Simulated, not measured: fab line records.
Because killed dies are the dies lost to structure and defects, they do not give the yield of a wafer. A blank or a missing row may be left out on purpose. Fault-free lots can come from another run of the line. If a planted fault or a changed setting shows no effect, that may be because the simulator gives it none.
Matching of chambers    flow nand harc    NHARC_A_M0_DESCUM_14 on rie diel-04 has 4 sister chambers
The step chemistry O2, time 3 s. 4 wafers are shown with their chamber, then 11 later ones without.

== WAFERS PAIRED WITH THEIR CHAMBERS ==
wafer   chamber  showerhead plenum p Torr (Torr)
L076.6  0        1.90
L084.4  2        1.87
L090.4  1        1.89
L089.2  3        1.95

== WAFERS MISSING THEIR CHAMBER ==
wafer   showerhead plenum p Torr (Torr)
L089.3  1.90
L089.5  1.89
L091.2  1.89
L091.4  1.87
L091.5  1.95
L096.3  1.94
L096.4  1.90
L096.6  1.87
L097.2  1.90
L097.4  1.89
L097.5  1.90

== EACH ONE'S CHAMBER ==
wafer   from the rows above  in truth
L089.3  0                    0
L089.5  1                    1
L091.2  1                    1
L091.4  2                    2
L091.5  3                    3
L096.3  3                    3
L096.4  0                    0
L096.6  2                    2
L097.2  0                    0
L097.4  1                    1
L097.5  0                    0
Placed correctly: 11 of 11. Number that these rows cannot place: 0. Number placed wrongly: 0.
How it was worked out, from the rows above alone: a wafer's distance from a chamber is the root of the sum, over the readings, of the square of ((its reading less the chamber's mean) divided by the reading's scatter). The wafer belongs to the nearest chamber; if the next one is less than 2 further off, it can't be placed. Each chamber's mean is taken over the wafers shown for it. The scatter: root of mean squared gap, hidden wafer to nearest shown wafer, with one shown wafer a chamber.
